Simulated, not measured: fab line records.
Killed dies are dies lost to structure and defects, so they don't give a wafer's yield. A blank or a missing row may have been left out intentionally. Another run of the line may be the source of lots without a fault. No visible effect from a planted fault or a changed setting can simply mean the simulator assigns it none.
Chamber matching	flow nand_harc	3 sister chambers for NHARC_P_M0_PRE_CLEAN_31 on pecvd-04
The step time 12 s. 6 wafers are shown with their chamber, then 7 later ones without.

WAFERS WITH THEIR CHAMBER
wafer	chamber	heater_power_w (W)	rf_fwd_power_W (W)
L082.6	0	683	293.6
L087.4	1	598	293.0
L087.5	2	687	291.5
L087.6	0	664	293.2
L089.1	2	716	293.6
L089.2	1	571	292.4

WAFERS WITH NO CHAMBER GIVEN
wafer	heater_power_w (W)	rf_fwd_power_W (W)
L089.3	711	292.9
L095.1	601	292.1
L095.2	823	292.9
L095.5	825	292.2
L097.1	789	292.1
L097.3	641	293.3
L097.6	806	291.8

WHICH CHAMBER EACH WENT THROUGH
wafer	from the rows above	in truth
L089.3	can't be placed: 2 or 0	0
L095.1	1	1
L095.2	can't be placed: 2 or 0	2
L095.5	can't be placed: 2 or 0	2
L097.1	can't be placed: 2 or 0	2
L097.3	can't be placed: 0 or 1 or 2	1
L097.6	can't be placed: 2 or 0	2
Correctly placed: 1 of 7. These rows do not allow placing 6 (true chamber among the candidates in 6). Number placed wrongly: 0.
How it was worked out, from the rows above alone: a wafer's distance from a chamber is the root of the sum, over the readings, of the square of ((its reading less the chamber's mean) divided by the reading's scatter). If the next closest chamber is less than 2 further off than the closest, the wafer can't be placed; otherwise it belongs to the closest. Each chamber's mean is taken over the wafers shown for it. How the scatter is found: for the shown wafers, subtract from each reading the mean of its chamber, square and add these, divide the total by (wafers less chambers), then take the root.
